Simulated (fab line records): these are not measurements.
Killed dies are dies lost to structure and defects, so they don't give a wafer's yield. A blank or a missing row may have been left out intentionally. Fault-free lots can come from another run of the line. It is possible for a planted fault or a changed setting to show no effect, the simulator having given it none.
Matching of chambers || flow nand-harc || pecvd-01 running NHARC_A_STAIRCASE_DEP_259: 3 sister chambers
The step deposits SiON, target thk 30 nm. 3 wafers are shown with their chamber, then 8 later ones without.

== EACH WAFER AND ITS CHAMBER ==
{"wafer": "L079.2", "chamber": 1, "heater-power-w (W)": 821}
{"wafer": "L083.1", "chamber": 2, "heater-power-w (W)": 648}
{"wafer": "L086.2", "chamber": 0, "heater-power-w (W)": 760}

== WAFERS MISSING THEIR CHAMBER ==
{"wafer": "L086.4", "heater-power-w (W)": 747}
{"wafer": "L086.5", "heater-power-w (W)": 621}
{"wafer": "L085.1", "heater-power-w (W)": 746}
{"wafer": "L085.3", "heater-power-w (W)": 817}
{"wafer": "L085.5", "heater-power-w (W)": 809}
{"wafer": "L095.2", "heater-power-w (W)": 767}
{"wafer": "L095.4", "heater-power-w (W)": 587}
{"wafer": "L095.6", "heater-power-w (W)": 791}

== CHAMBER TAKEN BY EACH ==
{"wafer": "L086.4", "from the rows above": 0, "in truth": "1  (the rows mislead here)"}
{"wafer": "L086.5", "from the rows above": 2, "in truth": 2}
{"wafer": "L085.1", "from the rows above": 0, "in truth": 0}
{"wafer": "L085.3", "from the rows above": "can't be placed: 1 or 0", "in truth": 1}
{"wafer": "L085.5", "from the rows above": "can't be placed: 1 or 0", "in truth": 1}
{"wafer": "L095.2", "from the rows above": "can't be placed: 0 or 1", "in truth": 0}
{"wafer": "L095.4", "from the rows above": 2, "in truth": 2}
{"wafer": "L095.6", "from the rows above": "can't be placed: 1 or 0", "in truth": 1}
Correctly placed: 3 of 8. Not placeable from these rows: 4 (in 4, the candidates include the true chamber). Placed wrongly: 1.
How it was worked out, from the rows above alone: a wafer's distance from a chamber is the root of the sum, over the readings, of the square of ((its reading less the chamber's mean) divided by the reading's scatter). The wafer belongs to the nearest chamber; if the next one is less than 2 further off, it can't be placed. Each chamber's mean is taken over the wafers shown for it. The scatter: with one shown wafer a chamber, the root of the mean of the squares of how far each hidden wafer lies from its nearest shown one.
